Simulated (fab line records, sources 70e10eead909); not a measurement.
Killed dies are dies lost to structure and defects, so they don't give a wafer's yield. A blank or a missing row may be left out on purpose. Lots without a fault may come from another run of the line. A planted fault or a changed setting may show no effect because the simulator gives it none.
A struck lot beside a sound one | flow nand_harc | 21 steps out of a route of 1159
Sound: wafers L841.2, L841.5, L841.6. Struck: wafers L852.1, L852.2, L852.4. The cause comes at the end.
At each step with rows: each side's tool, then ch and its chambers, then its first start. Under that, the readings that differ: sound wafers | struck wafers | difference of the means | sigmas: that difference in standard deviations of wafers without a fault.
alike: readings whose means differ by less than 2 such deviations, and words and numbers that are the same on both sides. not compared: withheld readings, readings that some wafer has no value for, bounds like >300 that may hide the same value, and numbers for which the record gives no deviation and whose values overlap.
The two part at a step that has a row with sigmas, a row that says differs or no value, or rows on one side only. Numbers that don't overlap but have no deviation are shown without sigmas and don't part them. A reading that every wafer of one side lacks parts them only if that side has two wafers or more.

NHARC_A_BLC_CVD_24: deposits W, target thk 150 nm, time 434 s.
  sound on cvd_w-01 ch 0,1; struck on cvd_w-02 ch 0,1
  alike: heater_power_w, mfc_wf6_sccm, throttle_valve_pct
NHARC_A_BLC_CMP_25: polishes, t overpolish 30 s, target thk 150 nm.
  sound on cmp-01 ch 0,2,3, day 18 03:42; struck on cmp-02 ch 0,1,2, day 21 17:01
  alike: motor_current_A, overpolish_run_s, time_to_endpoint_s
then, 1 step without rows for these wafers: NHARC_A_BLC_SRD_27.
NHARC_A_BLC_INSPECT_28:
  sound on defect_inspect-01, day 18 04:02; struck on defect_inspect-02, day 21 17:26
  alike: raw_defect_count
then, 7 steps without rows for these wafers: NHARC_A_M0_DEP_00 (deposits SiOC, target thk 150 nm); NHARC_A_M0_DEHYDRATE_01 (time 120 s); NHARC_A_M0_HMDS_02 (time 30 s); NHARC_A_M0_COAT_33 (time 65 s); NHARC_A_M0_COAT_03 (resist thk 90 nm); NHARC_A_M0_SOFTBAKE_04 (time 55 s); NHARC_A_M0_EBR_05.
NHARC_A_M0_EXPOSE_06: exposes mask A M0, target cd 80 nm.
  sound on arfi_scanner-01 ch 0, day 18 04:41; struck on arfi_scanner-02 ch 0, day 21 18:04
  reading              | sound             | struck            | difference | sigmas
  exposure_dose_mJ_cm2 | 83.14 83.05 83.15 | 45.90 45.78 45.85 | -37.27     | -99 or more
  alike: mask
then, 2 steps without rows for these wafers: NHARC_A_M0_PEB_07 (peb time 65 s); NHARC_A_M0_DEVELOP_08 (develop time 35 s).
NHARC_A_M0_CD_MEAS_09: target cd 80 nm.
  sound on cd_sem-02 ch 0, day 18 04:49; struck on cd_sem-01 ch 0, day 21 18:12
  reading    | sound          | struck         | difference | sigmas
  cd_nm (nm) | 80.1 79.8 79.5 | 41.7 42.0 41.0 | -38.2      | -50
NHARC_A_M0_OVL_MEAS_10: pitch 160 nm.
  sound on overlay-01, day 18 04:54; struck on overlay-01, day 21 18:17
  alike: overlay_x_nm, overlay_y_nm
NHARC_A_M0_INSPECT_11:
  sound on defect_inspect-01, day 18 04:56; struck on defect_inspect-02, day 21 18:20
  alike: raw_defect_count
NHARC_A_M0_DESCUM_14: chemistry O2, time 3 s.
  sound on rie_diel-09 ch 0,1, day 18 05:00; struck on rie_diel-09 ch 0,1,3, day 21 18:23
  reading               | sound             | struck            | difference | sigmas
  model.A_M0.cd_nm (nm) | 79.63 80.07 78.44 | 42.24 42.39 40.63 | -37.63     |
  alike: drypump_motor_current_A, o2_flow_sccm, oes_product_au, rf_vpp_V, showerhead_plenum_p_Torr, throttle_valve_pct
  not compared: rf_hours_counter_h
NHARC_A_M0_ETCH_34: etches the open film in N2/H2, target depth 40 nm, overetch 12 nm, time 43.94 s.
  sound on rie_diel-09 ch 0,1,3, day 18 05:06; struck on rie_diel-09 ch 0,1,2, day 21 18:28
  reading                | sound                | struck               | difference | sigmas
  throttle_valve_pct (%) | 14.181 14.188 14.183 | 14.157 14.171 14.163 | -0.020     | -2
  alike: drypump_motor_current_A, oes_product_au, rf_vpp_V, showerhead_plenum_p_Torr
  not compared: rf_hours_counter_h
NHARC_A_M0_ETCH_15: etches the open film in C4F8/Ar, target depth 150 nm, overetch 15 nm, time 82.5 s.
  sound on rie_diel-09 ch 0,2,3; struck on rie_diel-09 ch 1,2,3
  reading               | sound            | struck            | difference | sigmas
  model.A_M0.cd_nm (nm) | 79.55 80.1 78.38 | 42.66 42.44 40.51 | -37.47     |
  alike: oes_product_au, rf_vpp_V
  not compared: rf_hours_counter_h
NHARC_A_M0_CD_MEAS_16:
  sound on cd_sem-03, day 18 05:18; struck on cd_sem-03, day 21 18:41
  reading    | sound          | struck         | difference | sigmas
  cd_nm (nm) | 79.9 80.1 78.2 | 42.8 42.2 40.4 | -37.6      | -40

WHERE THEY PART
First at NHARC_A_M0_EXPOSE_06; last, within this record, at NHARC_A_M0_CD_MEAS_16.

WHY: what the simulator had put in
Process parameter drift: arfi_scanner-02, from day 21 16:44 on, at NHARC_A_M0_EXPOSE_06. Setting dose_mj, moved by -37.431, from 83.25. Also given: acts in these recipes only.
